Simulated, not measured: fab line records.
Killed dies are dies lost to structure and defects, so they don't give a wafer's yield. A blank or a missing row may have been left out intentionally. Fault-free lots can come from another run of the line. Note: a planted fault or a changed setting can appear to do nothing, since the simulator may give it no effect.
A lot that was struck, set against a sound lot | flow nand_harc | 33 steps out of a route of 1302
Sound: wafers L163.1, L163.2, L163.3. Wafers L170.1, L170.4, L170.5 were the ones struck. Last of all comes the cause.
Each step with rows lists, per side, the tool, then ch with its chambers, then its first start. Under that, the readings that differ: sound wafers | struck wafers | difference of the means | sigmas: that difference in standard deviations of wafers without a fault.
alike: same words and numbers on both sides, and readings whose means sit less than 2 such deviations apart. not compared: any withheld reading, any reading some wafer has no value for, any bound like >300 that may hide the same value, and any number with overlapping values for which the record gives no deviation.
The two part at a step that has a row with sigmas, a row that says differs or no value, or rows on one side only. When numbers do not overlap yet have no deviation, they are printed without sigmas and do not part them. A reading that every wafer of one side lacks parts them only if that side has two wafers or more.

NHARC_P_M1_ETCH_35: etches the open film in N2/H2, target depth 40 nm, overetch 12 nm, time 43.94 s.
  sound on rie_diel-11 ch 0,2,3, day 7 00:37; struck on rie_diel-08 ch 0,1,3, day 10 03:57
  alike: drypump_motor_current_A, oes_product_au, rf_vpp_V, showerhead_plenum_p_Torr, throttle_valve_pct
  not compared: rf_hours_counter_h
NHARC_P_M1_ETCH_15: etches the open film in C4F8/Ar, target depth 182.5 nm, time 91.2 s.
  sound on rie_diel-11 ch 0,1,2; struck on rie_diel-08 ch 0,2,3
  alike: oes_product_au, rf_vpp_V
  not compared: rf_hours_counter_h
NHARC_P_M1_CD_MEAS_16:
  sound on cd_sem-02 at day 7 00:50; struck on cd_sem-02 at day 10 04:10
  alike: cd_nm
NHARC_P_M1_STRIP_18: strips in N2/H2.
  sound on rie_diel-11 ch 1,2,3, day 7 00:55; struck on rie_diel-11 ch 0,2, day 10 04:16
  reading                | sound                | struck               | difference | sigmas
  throttle_valve_pct (%) | 14.167 14.151 14.149 | 14.179 14.180 14.180 | +0.024     | +3
  alike: drypump_motor_current_A, oes_product_au, rf_vpp_V, showerhead_plenum_p_Torr
  not compared: rf_hours_counter_h
NHARC_P_M1_ETCH_28: etches the open film in CF4/N2, target depth 30 nm, time 72.99 s.
  sound on rie_diel-11 ch 0,1,2; struck on rie_diel-11 ch 2,3
  alike: cf4_flow_sccm, drypump_motor_current_A, oes_product_au, rf_vpp_V, showerhead_plenum_p_Torr, throttle_valve_pct
  not compared: rf_hours_counter_h
then, 3 steps without rows for these wafers: NHARC_P_M1_STRIP_19 (strips in post etch residue remover, time 600 s); NHARC_P_M1_DEGAS_29 (time 60 s); NHARC_P_M1_PRE_CLEAN_30 (time 30 s).
NHARC_P_M1_PVD_20: deposits TaN, target thk 5 nm, time 8.06 s.
  sound on pvd_sputter-03; struck on pvd_sputter-02
  alike: substrate_temp_c, throttle_valve_pct
then, 3 steps without rows for these wafers: NHARC_P_M1_PVD_21 (deposits Cu, target thk 30 nm, time 20.49 s); NHARC_P_M1_ECD_22 (material Cu, target thk 400 nm); NHARC_P_M1_ANNEAL_31 (time 90 s).
NHARC_P_M1_CMP_23: polishes, t overpolish 20 s, target thk 157.82 nm.
  sound on cmp-01 ch 0,1,3, day 7 02:43; struck on cmp-01 ch 0,1,2, day 10 05:58
  alike: motor_current_A, time_to_endpoint_s
NHARC_P_M1_THK_MEAS_24: measures by xrf.
  sound on film_metro-01 at day 7 03:00; struck on film_metro-01 at day 10 06:17
  alike: thk_nm
then, 1 step without rows for these wafers: NHARC_P_M1_SRD_25.
NHARC_P_M1_INSPECT_27:
  sound on defect_inspect-02 at day 7 03:09; struck on defect_inspect-01 at day 10 06:26
  reading          | sound       | struck         | difference | sigmas
  raw_defect_count | 219 254 261 | 1904 1624 1569 | +1454      | +12
then, 12 steps without rows for these wafers: NHARC_P_M1_PRE_CLEAN_32 (time 12 s); NHARC_P_M1_DEP_33 (deposits SiCN, target thk 30 nm); NHARC_P_M2_DEP_00 (deposits SiOC, target thk 182.5 nm); NHARC_P_M2_DEHYDRATE_01 (time 120 s); NHARC_P_M2_HMDS_02 (time 30 s); NHARC_P_M2_COAT_34 (time 65 s); NHARC_P_M2_COAT_03 (resist thk 90 nm); NHARC_P_M2_SOFTBAKE_04 (time 55 s); NHARC_P_M2_EBR_05; NHARC_P_M2_EXPOSE_06 (exposes mask P M2, target cd 170 nm); NHARC_P_M2_PEB_07 (peb time 65 s); NHARC_P_M2_DEVELOP_08 (develop time 35 s).
NHARC_P_M2_CD_MEAS_09: the cd target is 170 nm.
  sound on cd_sem-03 ch 0, day 7 04:33; struck on cd_sem-01 ch 0, day 10 07:50
  alike: cd_nm
NHARC_P_M2_OVL_MEAS_10: pitch 340 nm.
  sound on overlay-01 at day 7 04:38; struck on overlay-02 at day 10 07:55
  alike: overlay_x_nm, overlay_y_nm
NHARC_P_M2_INSPECT_11:
  sound on defect_inspect-02 at day 7 04:40; struck on defect_inspect-01 at day 10 07:58
  reading          | sound | struck         | difference | sigmas
  raw_defect_count | 4 5 3 | 1275 1200 1322 | +1262      | +99 or more
then, 1 step without rows for these wafers: NHARC_P_M2_DESCUM_14 (chemistry O2, time 3 s).
-- break in the record here, with 18 days between the starts of the struck wafers on either side (left off in module P_M2, picked up again in module END, where the first step shown is number 1302 on the route) --
NHARC_END_SORT_01:
  sound on prober-02 ch 0, day 24 22:14; struck on prober-02 ch 0, day 27 21:34
  reading                  | sound      | struck      | difference | sigmas
  defect_limited_yield (%) | 86 84 84   | 14 15 16    | -70        | -22
  killed_at_array          | 95 102 105 | 22 34 19    | -76        | -4
  killed_at_periphery      | 1 5 5      | 560 542 551 | +547       | +99 or more
  killed_dies              | 97 107 111 | 583 576 570 | +471       | +22
  alike: killed_at_other, killed_open, killed_short

== WHERE THEY PART ==
Earliest at NHARC_P_M1_STRIP_18; latest, in this record, at NHARC_END_SORT_01.

WHY: what had been put in by the simulator
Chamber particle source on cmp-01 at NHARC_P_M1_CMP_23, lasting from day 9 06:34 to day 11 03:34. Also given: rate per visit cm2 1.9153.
